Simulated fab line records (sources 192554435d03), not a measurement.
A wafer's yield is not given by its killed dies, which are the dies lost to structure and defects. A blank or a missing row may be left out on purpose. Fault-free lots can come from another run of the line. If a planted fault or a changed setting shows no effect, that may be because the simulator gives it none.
Comparing a struck lot with a sound one    flow n5_finfet    21 steps out of a route of 1938
Sound: the wafers L958.1, L958.4, L958.6. The struck wafers were L950.2, L950.3, L950.5. The cause comes at the end.
Per side, at each step with rows, come the tool, then ch with its chambers, and then its first start. Under that, the readings that differ: sound wafers    struck wafers    difference of the means    sigmas: that difference in standard deviations of wafers without a fault.
alike: a reading whose means differ by less than 2 such deviations, as well as words and numbers matching on both sides. not compared: withheld readings; readings where some wafer has no value; bounds like >300 that might hide an equal value; numbers whose values overlap and for which the record gives no deviation.
Wherever a step has rows on one side only, a row that says differs or no value, or a row with sigmas, the two part there. Numbers that don't overlap but have no deviation are shown without sigmas and don't part them. A reading that every wafer of one side lacks parts them only if that side has two wafers or more.

first, 8 steps without rows for these wafers: N5_BEOL_M12_SPUTTER_45 (material Cu, target thk 80 nm, time 13.33 s); N5_BEOL_M12_ECD_47 (material Cu, target thk 720 nm); N5_BEOL_M12_ANNEAL_48 (time 90 s); N5_BEOL_M12_CMP_49 (polishes, stops on SiOC, t overpolish 20.6 s, target thk 320 nm); N5_BEOL_M12_PRE_CLEAN_52 (time 15 s); N5_BEOL_M12_DEP_53 (deposits SiCN from 3MS/NH3, target thk 30 nm, time 10.5 s); N5_BEOL_M13_ILD_DEP_00 (deposits SiOC from DEMS/O2, target thk 837.92 nm, time 166.4 s); N5_BEOL_M13_COAT_58 (time 60 s, resist thk 89 nm).
N5_BEOL_M13_COAT_04: resist thk 400 nm.
  sound on litho_track-02 ch 0, day 16 16:46; struck on litho_track-05 ch 0, day 13 17:16
reading                                     sound                 struck                difference  sigmas
dispense_pressure_kPa (kPa)                 47.88 47.89 47.88     48.26 48.25 48.29     +0.38       +2
spin_speed_rpm (rpm)                        1624.4 1624.4 1623.7  1917.8 1918.7 1917.7  +293.9      +99 or more
model.coat_of_BEOL_M13_COAT_04.thk_nm (nm)  401.6 401 400.6       368.2 369.2 368.8     -32.3       
then, 8 steps without rows for these wafers: N5_BEOL_M13_EBR_06; N5_BEOL_M13_SOFTBAKE_05 (time 60 s); N5_BEOL_M13_EXPOSE_07 (exposes mask V12); N5_BEOL_M13_PEB_08 (peb time 90 s); N5_BEOL_M13_DEVELOP_09 (develop time 45 s); N5_BEOL_M13_HARDBAKE_14 (time 120 s); N5_BEOL_M13_DESCUM_15 (chemistry O2, time 7.9 s); N5_BEOL_M13_ETCH_59 (etches BARC in N2/H2, target depth 89 nm, overetch 26.7 nm, time 67.9 s).
N5_BEOL_M13_VIA_ETCH_16: etches SiOC in C4F8/O2/Ar, target depth 921.7 nm.
  sound on rie_diel-05 ch 1,2, day 16 17:13; struck on rie_diel-05 ch 0,3, day 13 17:50
reading                                     sound              struck             difference  sigmas
rf_vpp_V (V)                                664.3 661.0 661.2  667.0 668.2 667.7  +5.5        +2
showerhead_plenum_p_Torr (Torr)             3.37 3.26 3.26     3.50 3.47 3.47     +0.18       +2
model.coat_of_BEOL_M13_COAT_04.thk_nm (nm)  76 71.2 68.2       43 47.6 44.6       -27         
  alike: drypump_motor_current_A, he_inner_torr, mfc_ar_sccm, oes_product_au, throttle_valve_pct
N5_BEOL_M13_STRIP_63: strips in N2/H2.
  sound on plasma_asher-02 ch 0,1, day 16 17:27; struck on plasma_asher-01 ch 0,1, day 13 18:04
reading                       sound              struck             difference  sigmas
oes_product_au (a.u.)         0.671 0.669 0.669  0.653 0.661 0.653  -0.014      -3
strip_time_to_endpoint_s (s)  29.4 28.0 27.1     19.4 20.9 19.9     -8.1        -8
  alike: drypump_motor_current_A, heater_power_w
  not compared: rf_hours_counter_h
then, 1 step without rows for these wafers: N5_BEOL_M13_STRIP_64 (strips in N2/H2).
N5_PASSIVATION_PROBE_49:
  the record has rows for the struck wafers here (prober-02, day 15 07:53) and none for the sound ones

WHERE THEY PART
Last at N5_PASSIVATION_PROBE_49 as far as this record goes, first at N5_BEOL_M13_COAT_04.

WHY: what had been put in by the simulator
Process parameter drift: litho_track-05, from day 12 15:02 on, at N5_BEOL_M13_COAT_04. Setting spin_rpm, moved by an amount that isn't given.
